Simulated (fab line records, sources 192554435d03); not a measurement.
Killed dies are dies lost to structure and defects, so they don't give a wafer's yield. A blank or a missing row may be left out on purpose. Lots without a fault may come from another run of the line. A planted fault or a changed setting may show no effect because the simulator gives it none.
Which tool did it? | flow n5_finfet | 10 lots, 28 wafers sampled, at 5 steps of a route of 1938

WHAT THE GAUGES READ, wafer by wafer
N5_BEOL_M1_OCD_MEAS_38.
lot  | measured     | on     | trench_depth_nm (nm)
L574 | day 7 00:49  | ocd-01 | 55.6 54.9 55.5
L576 | day 7 07:41  | ocd-02 | 53.8 54.7 54.8
L575 | day 7 17:18  | ocd-02 | 55.0 53.9 55.1
L577 | day 7 22:41  | ocd-02 | 55.2 55.7 56.1
L580 | day 9 10:28  | ocd-02 | 54.9 53.2 54.2
L584 | day 9 16:20  | ocd-01 | 54.3 54.0 56.5
L587 | day 10 14:37 | ocd-02 | 56.6 55.8
L591 | day 11 10:39 | ocd-02 | 53.9 54.4
L594 | day 11 19:56 | ocd-01 | 54.9 55.2 56.0
L595 | day 12 04:16 | ocd-01 | 55.2 54.2 54.8

N5_BEOL_M4_RC_MEAS_101.
lot  | measured     | on        | DIBL_N (mV/V)  | DIBL_P (mV/V)  | IOFF_N (nA/um)    | IOFF_P (nA/um) | ION_N (uA/um) | ION_P (uA/um) | SS_N (mV/dec)  | SS_P (mV/dec)  | VT_N (mV)         | VT_P (mV)
L574 | day 8 19:53  | prober-01 | 34.6 35.1 35.3 | 34.8 34.9 35.1 | 0.128 0.132 0.137 | 0.16 0.17 0.17 | 665 662 668   | 455 453 455   | 71.2 71.7 71.2 | 72.0 72.3 71.9 | 251.3 251.7 253.9 | -256 -253 -254
L576 | day 9 17:05  | prober-01 | 36.7 36.6 36.4 | 36.7 36.2 36.4 | 0.185 0.163 0.179 | 0.25 0.23 0.25 | 695 679 695   | 475 466 477   | 72.2 71.9 71.0 | 73.9 72.6 72.6 | 247.5 250.2 246.5 | -249 -249 -246
L575 | day 9 23:38  | prober-01 | 36.5 37.5 36.6 | 35.2 37.4 34.6 | 0.145 0.176 0.138 | 0.20 0.24 0.19 | 677 690 674   | 465 477 460   | 71.7 71.7 71.2 | 73.1 73.4 73.4 | 253.5 246.0 252.7 | -251 -247 -251
L577 | day 10 15:31 | prober-02 | 37.3 37.8 36.0 | 37.8 38.3 35.7 | 0.178 0.186 0.139 | 0.22 0.24 0.19 | 683 679 670   | 471 472 463   | 72.2 72.5 71.3 | 72.9 73.4 72.7 | 244.7 248.3 251.5 | -250 -250 -252
L580 | day 11 08:04 | prober-01 | 37.8 37.8 37.6 | 36.3 36.7 35.7 | 0.164 0.176 0.170 | 0.23 0.25 0.23 | 671 688 684   | 462 474 472   | 72.0 71.1 71.6 | 73.7 73.4 73.5 | 251.0 247.2 248.2 | -246 -245 -247
L584 | day 12 05:26 | prober-01 | 37.2 35.8 36.2 | 37.3 36.4 36.6 | 0.182 0.173 0.173 | 0.25 0.24 0.23 | 680 680 677   | 475 472 465   | 71.3 71.3 71.1 | 73.5 73.9 72.8 | 248.5 249.2 247.7 | -246 -245 -246
L587 | day 12 20:43 | prober-02 | 36.3 37.1      | 36.0 36.6      | 0.133 0.149       | 0.20 0.21      | 666 677       | 461 464       | 71.5 71.6      | 72.2 72.6      | 254.8 251.3       | -251 -247
L591 | day 13 12:34 | prober-02 | 35.0 35.4      | 35.5 36.4      | 0.126 0.127       | 0.18 0.19      | 653 661       | 459 460       | 70.5 71.3      | 72.8 73.2      | 254.0 254.7       | -251 -251
L594 | day 13 19:12 | prober-01 | 35.7 37.4 36.5 | 36.1 37.9 36.6 | 0.147 0.182 0.170 | 0.25 0.28 0.26 | 673 675 667   | 469 473 464   | 71.2 71.5 71.8 | 73.3 74.0 73.9 | 249.2 246.1 247.4 | -246 -245 -246
L595 | day 14 19:49 | prober-02 | 38.2 34.8 39.5 | 39.2 34.9 40.7 | 0.187 0.119 0.208 | 0.29 0.20 0.34 | 688 665 685   | 471 470 478   | 71.6 70.4 71.7 | 74.1 72.6 74.1 | 249.0 251.8 247.2 | -242 -248 -243

WHICH TOOL RAN EACH LOT (tool, then ch and the chambers of the sampled wafers, then the start)
lot  | N5_BEOL_M1_ALD_98                | N5_BEOL_M1_ETCH_70                | N5_BEOL_M1_STRIP_36
L574 | ald_sin-04 ch 0,1,2, day 6 18:29 | rie_diel-04 ch 0,2,3, day 7 00:28 | rie_diel-04 ch 0,2,3, day 7 00:37
L576 | ald_sin-03 ch 0,1, day 7 05:52   | rie_diel-05 ch 0,2,3, day 7 07:20 | rie_diel-05 ch 0,2,3, day 7 07:30
L575 | ald_sin-04 ch 1,2,3, day 7 14:50 | rie_diel-02 ch 0,1, day 7 16:56   | rie_diel-02 ch 0,1, day 7 17:06
L577 | ald_sin-02 ch 0,1,2, day 7 15:32 | rie_diel-04 ch 1,2,3, day 7 22:20 | rie_diel-04 ch 1,2,3, day 7 22:29
L580 | ald_sin-03 ch 0,1,2, day 8 05:41 | rie_diel-05 ch 0,1,3, day 9 10:06 | rie_diel-05 ch 0,1,3, day 9 10:16
L584 | ald_sin-03 ch 1,2,3, day 9 12:20 | rie_diel-05 ch 1,2,3, day 9 15:58 | rie_diel-05 ch 1,2,3, day 9 16:08
L587 | ald_sin-04 ch 0,2, day 9 21:17   | rie_diel-04 ch 2,3, day 10 14:15  | rie_diel-04 ch 2,3, day 10 14:25
L591 | ald_sin-03 ch 0,1, day 10 20:28  | rie_diel-04 ch 0,2, day 11 10:18  | rie_diel-04 ch 0,2, day 11 10:28
L594 | ald_sin-02 ch 0,1, day 11 17:55  | rie_diel-02 ch 1,3, day 11 19:35  | rie_diel-02 ch 1,3, day 11 19:44
L595 | ald_sin-02 ch 0,3, day 12 02:15  | rie_diel-02 ch 0,1, day 12 03:55  | rie_diel-02 ch 0,1, day 12 04:04
- N5_BEOL_M1_ALD_98: deposits SiO2, target thk 2.5 nm, pulse time 1 s, co reactant pulse time 1 s.
- N5_BEOL_M1_ETCH_70: etches SOC in N2/H2, target depth 80 nm, overetch 16 nm, time 120 s.
- N5_BEOL_M1_STRIP_36: strips in N2/H2.

WHAT THE TOOLS THEMSELVES READ (means of the sampled wafers that have a number; where no wafer has one, the mark that the record gives instead)
N5_BEOL_M1_ALD_98.
lot  | tool       | heater_power_w (W) | precursor_pulse_height_rel
L574 | ald_sin-04 | 80                 | 1.009
L576 | ald_sin-03 | 81                 | 1.002
L575 | ald_sin-04 | 75                 | 1.006
L577 | ald_sin-02 | 81                 | 0.998
L580 | ald_sin-03 | 80                 | 1.019
L584 | ald_sin-03 | 72                 | 1.000
L587 | ald_sin-04 | 77                 | 1.002
L591 | ald_sin-03 | 78                 | 1.002
L594 | ald_sin-02 | 87                 | 1.004
L595 | ald_sin-02 | 72                 | 0.992

N5_BEOL_M1_ETCH_70.
lot  | tool        | bias_w (W) | drypump_motor_current_A (A) | oes_product_au (a.u.) | rf_vpp_V (V) | run_length_s (s) | showerhead_plenum_p_Torr (Torr) | throttle_valve_pct (%)
L574 | rie_diel-04 | 150.4      | 5.8                         | 0.56                  | 523.7        | 143.7            | 2.53                            | 17.92
L576 | rie_diel-05 | 149.8      | 5.5                         | 0.54                  | 523.5        | 143.8            | 2.52                            | 18.04
L575 | rie_diel-02 | 150.7      | 6.0                         | 0.69                  | 526.9        | 142.9            | 2.66                            | 17.72
L577 | rie_diel-04 | 149.6      | 5.9                         | 0.57                  | 522.2        | 143.5            | 2.49                            | 18.00
L580 | rie_diel-05 | 150.5      | 5.9                         | 0.54                  | 524.0        | 143.6            | 2.52                            | 18.11
L584 | rie_diel-05 | 150.0      | 5.9                         | 0.54                  | 523.6        | 143.8            | 2.51                            | 18.09
L587 | rie_diel-04 | -          | 5.6                         | 0.77                  | 527.7        | 128.1            | 2.67                            | 17.80
L591 | rie_diel-04 | -          | 5.8                         | 0.64                  | 525.0        | 127.8            | 2.57                            | 17.87
L594 | rie_diel-02 | 150.0      | 5.5                         | 0.64                  | 526.8        | 143.0            | 2.65                            | 17.69
L595 | rie_diel-02 | 149.5      | 5.9                         | 0.63                  | 526.3        | 142.8            | 2.64                            | 17.78

N5_BEOL_M1_STRIP_36.
lot  | tool        | drypump_motor_current_A (A) | oes_product_au (a.u.) | rf_vpp_V (V) | showerhead_plenum_p_Torr (Torr) | throttle_valve_pct (%)
L574 | rie_diel-04 | 5.7                         | 0.73                  | 59.4         | 2.52                            | 23.63
L576 | rie_diel-05 | 5.5                         | 0.70                  | 59.2         | 2.51                            | 23.83
L575 | rie_diel-02 | 5.9                         | 0.90                  | 61.7         | 2.65                            | 23.59
L577 | rie_diel-04 | 5.9                         | 0.74                  | 60.2         | 2.49                            | 23.81
L580 | rie_diel-05 | 5.9                         | 0.70                  | 58.5         | 2.51                            | 23.87
L584 | rie_diel-05 | 5.9                         | 0.70                  | 58.3         | 2.51                            | 23.88
L587 | rie_diel-04 | 5.5                         | 0.86                  | 59.5         | 2.67                            | 23.57
L591 | rie_diel-04 | 5.8                         | 0.71                  | 59.0         | 2.57                            | 23.57
L594 | rie_diel-02 | 5.5                         | 0.84                  | 59.6         | 2.65                            | 23.51
L595 | rie_diel-02 | 5.9                         | 0.83                  | 59.3         | 2.64                            | 23.63

THE ANSWER, worked out from the rows above alone
Rule: what is usual is taken from the lots themselves. Put in order of their means at a reading, lots are off if they are a third of the lots or fewer, leave a main group of 4 or more, and stand apart from it by a gap of 3 or more times the standard deviation of the main group's means; of several such gaps the widest counts. A main group whose means are all the same, to the digits that the tables above print for the reading, isn't used. A lot without any number at a reading at which 4 lots or more have one is off too. The other lots that the step has rows for count as sound. The gauges are gone through in route order, then the tools' own readings, and for those a lot's mean is taken as printed above. The first step at which some lot is off is used, and at that step the reading that is off furthest; a lot without a number counts as furthest.
Off: L587, L591, at N5_BEOL_M1_ETCH_70 (bias_w). Without a number there: L587, L591. The main group: mean 150.1 W, standard deviation 0.41.
A tool fits if, at that step or a process step before it, it ran every lot that is off, and no sound lot after the first of them. One fits: rie_diel-04 at N5_BEOL_M1_ETCH_70. Its last sound lot is L577 (day 7 22:20), its first lot that is off L587 (day 10 14:15): a fault that began between those two fits.
The tool's own readings at N5_BEOL_M1_ETCH_70 bear it out: on the lots that are off they differ by more than 5 times the standard deviation of the sound lots' means. run_length_s reads 127.9 s there against 143.4 s on the sound lots.
Blank at N5_BEOL_M1_ETCH_70 on the lots that are off, where sound lots have numbers: bias_w.

WHAT THE SIMULATOR HAD PUT IN
Process parameter drift: rie_diel-04, from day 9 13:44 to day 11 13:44, at N5_BEOL_M1_ETCH_70. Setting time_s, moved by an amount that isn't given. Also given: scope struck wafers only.
Lots struck among those shown: L587, L591. The rule above found the same.
